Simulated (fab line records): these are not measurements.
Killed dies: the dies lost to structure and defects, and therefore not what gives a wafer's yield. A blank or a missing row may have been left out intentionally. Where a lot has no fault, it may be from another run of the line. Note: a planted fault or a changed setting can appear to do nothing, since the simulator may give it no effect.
Chamber matching || flow nand-harc || NHARC_P_ZERO_WELL_DESCUM_39 on rie-diel-08: 4 sister chambers
The step chemistry O2, time 3 s. 4 wafers are shown with their chamber, then 7 later ones without.

== EACH WAFER AND ITS CHAMBER ==
{"wafer": "L077.1", "chamber": 2, "drypump-motor-current-A (A)": 5.6}
{"wafer": "L077.5", "chamber": 0, "drypump-motor-current-A (A)": 6.3}
{"wafer": "L080.1", "chamber": 3, "drypump-motor-current-A (A)": 5.9}
{"wafer": "L080.2", "chamber": 1, "drypump-motor-current-A (A)": 6.6}

== WAFERS WITHOUT THEIR CHAMBER ==
{"wafer": "L080.6", "drypump-motor-current-A (A)": 6.3}
{"wafer": "L085.2", "drypump-motor-current-A (A)": 5.9}
{"wafer": "L085.3", "drypump-motor-current-A (A)": 6.7}
{"wafer": "L085.5", "drypump-motor-current-A (A)": 5.6}
{"wafer": "L089.1", "drypump-motor-current-A (A)": 5.9}
{"wafer": "L089.2", "drypump-motor-current-A (A)": 6.3}
{"wafer": "L089.3", "drypump-motor-current-A (A)": 5.6}

== CHAMBER TAKEN BY EACH ==
{"wafer": "L080.6", "from the rows above": 0, "in truth": 0}
{"wafer": "L085.2", "from the rows above": 3, "in truth": 3}
{"wafer": "L085.3", "from the rows above": 1, "in truth": 1}
{"wafer": "L085.5", "from the rows above": 2, "in truth": 2}
{"wafer": "L089.1", "from the rows above": 3, "in truth": 3}
{"wafer": "L089.2", "from the rows above": 0, "in truth": 0}
{"wafer": "L089.3", "from the rows above": 2, "in truth": 2}
Correctly placed: 7 of 7. Left unplaced by these rows: 0. Placed wrongly: 0.
How it was worked out, from the rows above alone: a wafer's distance from a chamber is the root of the sum, over the readings, of the square of ((its reading less the chamber's mean) divided by the reading's scatter). The wafer belongs to the nearest chamber; if the next one is less than 2 further off, it can't be placed. For every chamber, the mean is computed from those of its wafers that are shown. The scatter: root of mean squared gap, hidden wafer to nearest shown wafer, with one shown wafer a chamber.
